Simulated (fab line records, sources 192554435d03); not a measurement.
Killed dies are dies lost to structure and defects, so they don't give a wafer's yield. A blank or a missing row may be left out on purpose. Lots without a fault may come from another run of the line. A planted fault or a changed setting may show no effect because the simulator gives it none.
One fault seen from 2 desks | flow n5_finfet | each desk has only its own numbers; what lay behind them comes last

THE METROLOGY DESK
What the gauges read, lot by lot, whatever tool the lot ran on: means of the sampled wafers that have a number. A lot is out of limits, marked OUT, if its mean lies more than 4 standard deviations from the usual mean; the brackets give that distance.
Columns: A = V10_OVL at N5_BEOL_M11_OVL_MEAS_29, usual -0.2 nm
lot  | first seen here | A
L706 | day 11 11:53    | -0.4
L705 | day 11 19:54    | -0.0
L709 | day 12 12:01    | -0.2
L704 | day 12 16:43    | 0.2
L713 | day 13 11:07    | 0.5
L715 | day 13 13:08    | 0.4
L722 | day 15 19:57    | -0.9
L723 | day 16 14:11    | -0.2
L725 | day 16 22:28    | 0.5
L724 | day 16 22:38    | 1.0
L726 | day 17 06:34    | 0.0
L727 | day 17 06:44    | -0.3
This desk's finding: nothing out of limits on any of the 12 lots.

THE TOOL OWNER'S DESK: cvd_co-02
The tool's own readings at N5_BEOL_M11_CVD_75 (deposits Co from CCTBA/H2, target thk 2 nm, time 138.9 s): means of the sampled wafers that have a number, for each lot that ran on this tool. A lot is out of limits, marked OUT, if its mean lies more than 4 standard deviations from the usual mean; the brackets give that distance.
Columns: A = chamber_pressure_Torr at N5_BEOL_M11_CVD_75, usual 30.00 Torr; B = run_length_s at N5_BEOL_M11_CVD_75, usual 161.9 s
lot  | first seen here | A     | B
L706 | day 11 13:46    | 29.92 | 161.4
L709 | day 12 14:05    | 30.07 | 162.3
L713 | day 13 13:11    | 29.96 | 138.8 (-36) OUT
L715 | day 13 15:58    | 30.04 | 150.7 (-17) OUT
L725 | day 17 01:52    | 30.06 | 162.0
L727 | day 17 08:47    | 30.01 | 162.1
This desk's finding: out of limits on L713, L715; first on L713, day 13 13:11 (run_length_s at N5_BEOL_M11_CVD_75). In limits: L706, L709, L725, L727.

PUT TOGETHER
The tool owner's desk could have raised an alarm at day 13 13:11, on L713, L715.
The metrology desk saw nothing out of limits.
The metrology desk has L713, L715 on record, within its limits.
Of the lots named, all ran N5_BEOL_M11_CVD_75 on cvd_co-02.

WHAT THE SIMULATOR HAD PUT IN
Process parameter drift: cvd_co-02, from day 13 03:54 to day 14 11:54, at N5_BEOL_M11_CVD_75. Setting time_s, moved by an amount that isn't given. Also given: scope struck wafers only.
Lots struck among those shown: L713, L715.
Hours from the fault's start to each desk's first reading out of limits: the tool owner's desk, 9.
